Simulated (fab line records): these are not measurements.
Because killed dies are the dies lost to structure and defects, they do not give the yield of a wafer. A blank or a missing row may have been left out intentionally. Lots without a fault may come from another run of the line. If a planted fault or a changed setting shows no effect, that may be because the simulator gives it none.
Which tool did it? ; flow n5 finfet ; 9 lots, 27 wafers sampled, at 6 steps of a route of 1938

## WHAT EACH GAUGE READ, for each wafer
N5_SD_EPI_N_OVL_MEAS_10. Usual: SD_N_BLK_OVL typically reads -0.3 nm, with standard deviation 0.72.
lot;measured;on;SD_N_BLK_OVL (nm);flag
L423;day 3 01:46;overlay-02;0.8 0.3 0.5;
L424;day 3 06:22;overlay-01;-0.3 -1.0 -0.9;
L429;day 4 12:42;overlay-01;0.2 0.1 0.3;
L430;day 4 23:44;overlay-02;1.0 -0.7 -0.7;
L431;day 5 06:32;overlay-01;-0.9 -1.1 -1.4;
L432;day 5 13:26;overlay-01;-1.4 0.7 -1.1;
L435;day 6 06:25;overlay-02;0.2 0.4 -0.4;
L441;day 7 17:40;overlay-01;-1.1 0.3 -1.9;
L443;day 8 01:55;overlay-02;-0.8 -1.3 0.2;

N5_SD_EPI_N_EPI_MEAS_23. Usual: thk nm at 59.0 nm, with a standard deviation of 1.3.
lot;measured;on;thk nm (nm);flag
L423;day 3 06:18;film metro-01;59.7 59.3 59.3;
L424;day 3 09:49;film metro-02;58.0 59.2 59.4;
L429;day 4 16:09;film metro-01;59.6 60.3 60.9;
L430;day 5 03:11;film metro-02;0.9 0.5 0.9;OFF
L431;day 5 10:05;film metro-02;0.0 1.9 0.7;OFF
L432;day 5 18:19;film metro-02;1.7 1.7 0.4;OFF
L435;day 6 10:36;film metro-02;58.2 57.5 58.8;
L441;day 7 21:51;film metro-01;57.7 58.5 57.5;
L443;day 8 05:28;film metro-01;58.2 59.2 60.4;

N5_BEOL_M4_RC_MEAS_101. Usual: DIBL_N 36.9 mV/V, standard deviation 1.7; DIBL_P 36.7 mV/V, standard deviation 2.1; IOFF_N 0.17 nA/um, standard deviation 0.032; IOFF_P 0.22 nA/um, standard deviation 0.036; ION_N 674 uA/um, standard deviation 12; ION_P 461 uA/um, standard deviation 7; SS_N 71.7 mV/dec, standard deviation 0.6; SS_P 73.4 mV/dec, standard deviation 0.67; VT_N 249 mV, standard deviation 3.1; VT_P -250 mV, standard deviation 3.2.
lot;measured;on;DIBL_N (mV/V);DIBL_P (mV/V);IOFF_N (nA/um);IOFF_P (nA/um);ION_N (uA/um);ION_P (uA/um);SS_N (mV/dec);SS_P (mV/dec);VT_N (mV);VT_P (mV);flag
L423;day 8 01:31;prober-01;35.5 36.4 35.7;35.5 36.6 34.9;0.14 0.15 0.14;0.18 0.20 0.18;657 674 666;448 464 456;71.7 71.3 70.9;72.8 73.2 73.1;253 254 250;-254 -251 -251;
L424;day 9 00:19;prober-02;37.7 36.5 36.5;37.5 35.6 36.0;0.18 0.16 0.16;0.22 0.19 0.19;674 666 676;463 456 453;71.6 71.3 71.7;73.8 73.2 73.5;250 250 250;-249 -252 -252;
L429;day 9 04:58;prober-01;38.8 36.9 37.5;41.7 38.2 38.4;0.23 0.18 0.19;0.27 0.21 0.21;694 676 683;468 452 456;72.2 71.8 71.6;74.3 73.9 74.3;245 250 248;-251 -252 -254;
L435;day 11 00:52;prober-01;37.7 34.9 36.2;38.5 36.7 37.5;0.19 0.14 0.16;0.26 0.21 0.23;688 677 677;475 466 461;72.3 70.8 72.2;73.5 73.7 72.3;248 253 248;-245 -249 -246;
L441;day 12 15:16;prober-02;36.3 34.8 37.2;35.0 33.8 35.8;0.17 0.13 0.18;0.26 0.23 0.26;681 668 681;470 469 471;71.5 71.8 71.3;72.7 72.6 73.8;247 254 247;-245 -245 -245;
L443;day 13 01:27;prober-01;35.4 37.0 35.2;37.3 37.7 37.1;0.16 0.17 0.15;0.21 0.22 0.21;681 682 682;464 465 461;71.1 70.8 71.0;73.6 73.7 73.0;248 248 250;-250 -249 -249;

## EACH LOT AND THE TOOL THAT RAN IT (in order: tool; ch and the chambers of the sampled wafers; start)
lot;N5_SD_EPI_N_DESCUM_14;N5_SD_EPI_N_ETCHBACK_44;N5_SD_EPI_N_ETCH_16
L423;rie diel-05 ch 0,2,3, day 3 02:10;rie diel-05 ch 0,2,3, day 3 02:35;rie diel-05 ch 0,2,3, day 3 02:47
L424;rie diel-02 ch 0,2, day 3 06:25;rie diel-02 ch 0,2, day 3 06:50;rie diel-02 ch 0,2, day 3 07:02
L429;rie diel-04 ch 1,2, day 4 12:46;rie diel-04 ch 1,2, day 4 13:11;rie diel-04 ch 1,2, day 4 13:23
L430;rie diel-04 ch 0,3, day 4 23:47;rie diel-04 ch 0,3, day 5 00:12;rie diel-04 ch 0,3, day 5 00:24
L431;rie diel-02 ch 0,1,3, day 5 06:42;rie diel-02 ch 0,1,3, day 5 07:07;rie diel-02 ch 0,1,3, day 5 07:19
L432;rie diel-02 ch 0,2,3, day 5 14:11;rie diel-02 ch 0,2,3, day 5 14:35;rie diel-02 ch 0,2,3, day 5 14:47
L435;rie diel-04 ch 0,2,3, day 6 06:28;rie diel-04 ch 0,2,3, day 6 06:53;rie diel-04 ch 0,2,3, day 6 07:05
L441;rie diel-04 ch 0,1, day 7 17:43;rie diel-04 ch 0,1, day 7 18:08;rie diel-04 ch 0,1, day 7 18:20
L443;rie diel-02 ch 0,2,3, day 8 02:05;rie diel-02 ch 0,2,3, day 8 02:32;rie diel-02 ch 0,2,3, day 8 02:42
- N5_SD_EPI_N_DESCUM_14: chemistry O2, time 7.9 s.
- N5_SD_EPI_N_ETCHBACK_44: etches SiNx in CH3F/O2, stops on SiO2, target depth 14.5 nm.
- N5_SD_EPI_N_ETCH_16: etches SiO2 in CHF3/O2, target depth 5 nm.

## AS READ BY THE TOOLS THEMSELVES (means over the sampled wafers that have a number; for cases with no such wafer, the mark the record gives instead)
N5_SD_EPI_N_DESCUM_14. Usual: drypump motor current A 5.5 A, standard deviation 0.37; oes product au 0.80 a.u., standard deviation 0.091; rf vpp V 243.1 V, standard deviation 1.6; showerhead plenum p Torr 2.09 Torr, standard deviation 0.084; throttle valve pct 20.31 %, standard deviation 0.16.
lot;tool;drypump motor current A (A);oes product au (a.u.);rf vpp V (V);showerhead plenum p Torr (Torr);throttle valve pct (%);flag
L423;rie diel-05;5.5;0.78;243.4;2.10;20.27;
L424;rie diel-02;5.8;0.74;243.6;2.11;20.38;
L429;rie diel-04;5.0;0.87;242.4;2.09;20.39;
L430;rie diel-04;5.8;0.72;242.2;1.98;20.38;
L431;rie diel-02;5.3;0.88;242.4;2.09;20.27;
L432;rie diel-02;5.6;0.81;243.6;2.09;20.35;
L435;rie diel-04;5.4;0.78;241.7;2.01;20.35;
L441;rie diel-04;5.5;0.71;242.5;2.09;20.51;
L443;rie diel-02;5.7;0.78;243.3;2.09;20.37;

N5_SD_EPI_N_ETCHBACK_44. Usual: CH3F_flow_sccm 30.00 sccm, standard deviation 0.081; O2_flow_sccm 19.99 sccm, standard deviation 0.06; bias w 73.04 W, standard deviation 0.21; drypump motor current A 5.5 A, standard deviation 0.37; oes product au 0.68 a.u., standard deviation 0.072; rf vpp V 297 V, standard deviation 3.9; showerhead plenum p Torr 2.00 Torr, standard deviation 0.074; throttle valve pct 16.29 %, standard deviation 0.24.
lot;tool;CH3F_flow_sccm (sccm);O2_flow_sccm (sccm);bias w (W);drypump motor current A (A);oes product au (a.u.);rf vpp V (V);showerhead plenum p Torr (Torr);throttle valve pct (%);flag
L423;rie diel-05;30.04;20.01;72.90;5.5;0.66;296;2.00;16.19;
L424;rie diel-02;30.01;19.95;73.02;5.8;0.63;295;2.03;16.44;
L429;rie diel-04;30.01;20.05;72.95;5.0;0.75;299;2.00;16.28;
L430;rie diel-04;-;-;-;-;-;-;-;-;OFF
L431;rie diel-02;-;-;-;-;-;-;-;-;OFF
L432;rie diel-02;-;-;-;-;-;-;-;-;OFF
L435;rie diel-04;30.00;20.04;73.29;5.4;0.67;299;1.92;16.33;
L441;rie diel-04;29.94;20.00;73.22;5.5;0.61;294;2.01;16.58;
L443;rie diel-02;30.04;19.93;73.05;5.6;0.66;295;2.00;16.39;

N5_SD_EPI_N_ETCH_16. Usual: bias w 170.0 W, standard deviation 0.45; drypump motor current A 5.5 A, standard deviation 0.37; oes product au 0.79 a.u., standard deviation 0.087; rf vpp V 523 V, standard deviation 7; showerhead plenum p Torr 2.41 Torr, standard deviation 0.085; throttle valve pct 18.83 %, standard deviation 0.23.
lot;tool;bias w (W);drypump motor current A (A);oes product au (a.u.);rf vpp V (V);showerhead plenum p Torr (Torr);throttle valve pct (%);flag
L423;rie diel-05;169.8;5.5;0.77;522;2.41;18.72;
L424;rie diel-02;169.7;5.8;0.74;518;2.44;18.95;
L429;rie diel-04;169.8;5.0;0.87;528;2.41;18.86;
L430;rie diel-04;170.2;5.8;0.72;524;2.30;18.93;
L431;rie diel-02;170.1;5.3;0.86;522;2.41;18.74;
L432;rie diel-02;170.4;5.7;0.80;521;2.42;18.87;
L435;rie diel-04;169.7;5.4;0.78;529;2.32;18.86;
L441;rie diel-04;170.0;5.5;0.70;517;2.43;19.12;
L443;rie diel-02;170.4;5.7;0.78;520;2.41;18.90;

## THE ANSWER, worked out from the rows above alone
Rule: a lot counts as off when the mean over its wafers that have a number is more than 3 standard deviations away from the usual mean. Also off: a lot with no number at a reading for which 4 or more lots have one. Where the step has rows for the other lots, those lots are counted as sound. First the gauges in route order, then the tools' own readings, where a lot's mean is used as printed above. At the first step where some lot is off, the reading lying furthest off is the one used; lots without a number count as furthest.
Off, at N5_SD_EPI_N_EPI_MEAS_23 on thk nm: L430, L431, L432.
A tool fits if, at a process step before that reading, it ran every lot that is off, and no sound lot after the first of them. Not tried: the gauges at N5_SD_EPI_N_EPI_MEAS_23; whatever is off there is also off at N5_SD_EPI_N_ETCHBACK_44, on other tools, and gauge error can't account for it. Of those tried, none fits.

## WHAT HAD BEEN PUT IN BY THE SIMULATOR
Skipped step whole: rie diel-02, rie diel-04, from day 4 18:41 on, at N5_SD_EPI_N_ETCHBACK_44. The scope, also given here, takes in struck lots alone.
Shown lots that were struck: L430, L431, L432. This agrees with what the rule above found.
